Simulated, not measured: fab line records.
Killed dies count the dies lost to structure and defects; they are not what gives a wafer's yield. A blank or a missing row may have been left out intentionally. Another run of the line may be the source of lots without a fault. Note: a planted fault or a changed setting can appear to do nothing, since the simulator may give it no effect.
8D (eight disciplines) problem report, filled in by code :: flow nandHarc :: the parts of the form that need people (team, actions taken, sign-off) are left out

1. PROBLEM STATEMENT
Wafers without a fault read 28.330 %, standard deviation 0.0087; throttleValvePct at NHARC_A_CONTACT_ETCH_51 reads a mean of 37.132 % on 3 wafers belonging to 2 lots. That is +99 or more standard deviations from the usual mean.
The step: etches the open film in O2/COS, target depth 7000 nm, time 1820 s.
First seen on wafer L614.1, day 29 11:31, on rieDiel-05. Wafers with a number at this step in the record: 33, from 11 lots. By rule, "out" or "out of limits" means more than 4 standard deviations away from the usual mean. The other wafers with a number count as sound.

2. WHAT IT IS; WHAT IT IS NOT
question: which readings at this step
is: throttleValvePct, o2FlowSccm, showerheadPlenumPTorr
is not: drypumpMotorCurrentA, oesProductAu, rfVppV

question: which lots
is: L614, L615
is not: L595, L597, L598, L599, L600, L601, L602, L603, L604

question: which wafers of those lots
is: L614.1, L614.6, L615.4
is not: L614.3, L615.2, L615.6

question: read on which tools
is: rieDiel-05
is not: rieDiel-04, rieDiel-13

question: when
is: from day 29 11:31
is not: up to then (28 sound wafers); but 2 sound wafers of L615 came after

3. THE SUSPECTS, EACH WITH WHAT RULES IT OUT
Counting: if a tool at a process step up to the reading ran every lot that is out, it stays a suspect. Sound lots after the first of them don't rule it out here, since some wafers of a struck lot are sound.
- rieDiel-05 at NHARC_A_CONTACT_DESCUM_47 (chemistry O2, time 3 s): kept. It ran every lot that is out, first L614 (day 29 10:55); its last sound lot up to then is L602 (day 25 02:58).
- rieDiel-05 at NHARC_A_CONTACT_ETCH_49 (etches the open film in N2/H2, target depth 260 nm, time 475.3 s): kept. It ran every lot that is out, first L614 (day 29 11:31); its last sound lot up to then is L602 (day 25 03:56). With no start given for some of its lots, NHARC_A_CONTACT_ETCH_49 uses the hours and lot order of NHARC_A_CONTACT_ETCH_51.
- rieDiel-05 at NHARC_A_CONTACT_ETCH_51 (etches the open film in O2/COS, target depth 7000 nm, time 1820 s): kept. It ran every lot that is out, first L614 (day 29 11:31); its last sound lot up to then is L602 (day 25 03:56). Its own o2FlowSccm, showerheadPlenumPTorr, throttleValvePct readings are out on those wafers.
- rieDiel-05, NHARC_A_CONTACT_ETCH_51: wafers that are out in chamber 3, sound lot-mates in chambers 1, 2.
Left after counting: rieDiel-05 at NHARC_A_CONTACT_DESCUM_47, rieDiel-05 at NHARC_A_CONTACT_ETCH_49, rieDiel-05 at NHARC_A_CONTACT_ETCH_51.

4. THE CAUSE (what the simulator had put in)
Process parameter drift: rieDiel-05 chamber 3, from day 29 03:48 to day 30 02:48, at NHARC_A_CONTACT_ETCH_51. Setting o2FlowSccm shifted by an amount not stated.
3 suspects survive the count, and this tool is in that group.

5. THE CHAIN OF EFFECTS, in route order
One row per reading whose mean, taken over the struck wafers that have a number, lies over 3 standard deviations from the usual. Only readings whose record carries a usual standard deviation are examined. hours: median over the lots of the time between each lot's start at the first step of this table that gives one and its start at this step. sigmas: the change, counted in usual standard deviations.
hours: 0
step: NHARC_A_CONTACT_ETCH_51
reading: o2FlowSccm
usual: 400.0 sccm
on struck wafers: 599.9
change: +199.9
sigmas: +99 or more

hours: 0
step: NHARC_A_CONTACT_ETCH_51
reading: showerheadPlenumPTorr
usual: 3.15 Torr
on struck wafers: 3.90
change: +0.75
sigmas: +4.2

hours: 0
step: NHARC_A_CONTACT_ETCH_51
reading: throttleValvePct
usual: 28.330 %
on struck wafers: 37.132
change: +8.802
sigmas: +99 or more
The process steps in it:
- NHARC_A_CONTACT_ETCH_51: etches the open film in O2/COS, target depth 7000 nm, time 1820 s.
At these later measuring or inspecting steps, every struck wafer for which the step has a row has a number for every such reading, and none has moved that far: NHARC_END_SORT_01.

6. WHAT WOULD HAVE CAUGHT IT SOONER
First out-of-limits reading in this record: day 29 11:31, which is 8 hours after fault onset at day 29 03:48.
